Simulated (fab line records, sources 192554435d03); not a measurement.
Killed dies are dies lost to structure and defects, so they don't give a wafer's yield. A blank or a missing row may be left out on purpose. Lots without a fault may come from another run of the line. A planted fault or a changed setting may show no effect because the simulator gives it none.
Chamber matching | flow n5_finfet | N5_MOL_CONTACT_COAG_VIA_ETCH_46 on rie_diel-05: 4 sister chambers
The step etches SiO2 in C4F6/O2, target depth 46 nm, overetch 9.2 nm, time 40 s. 4 wafers are shown with their chamber, then 10 later ones without.

WAFERS WITH THEIR CHAMBER
wafer  | chamber | rf_vpp_V (V)
L085.1 | 1       | 1601
L085.3 | 3       | 1526
L088.1 | 2       | 1597
L088.3 | 0       | 1605

WAFERS WITHOUT THEIR CHAMBER
wafer  | rf_vpp_V (V)
L088.6 | 1598
L089.2 | 1524
L089.5 | 1603
L089.6 | 1601
L092.2 | 1601
L092.3 | 1598
L092.5 | 1524
L097.1 | 1597
L097.2 | 1526
L097.6 | 1524

WHICH CHAMBER EACH WENT THROUGH
wafer  | from the rows above     | in truth
L088.6 | can't be placed: 2 or 1 | 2
L089.2 | 3                       | 3
L089.5 | can't be placed: 0 or 1 | 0
L089.6 | 1                       | 1
L092.2 | 1                       | 1
L092.3 | can't be placed: 2 or 1 | 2
L092.5 | 3                       | 3
L097.1 | 2                       | 2
L097.2 | 3                       | 3
L097.6 | 3                       | 3
Placed correctly: 7 of 10. Can't be placed from these rows: 3 (the true chamber is among the candidates in 3). Placed wrongly: 0.
How it was worked out, from the rows above alone: a wafer's distance from a chamber is the root of the sum, over the readings, of the square of ((its reading less the chamber's mean) divided by the reading's scatter). The wafer belongs to the nearest chamber; if the next one is less than 2 further off, it can't be placed. A chamber's mean is the mean of its shown wafers. The scatter: with one shown wafer a chamber, the root of the mean of the squares of how far each hidden wafer lies from its nearest shown one.
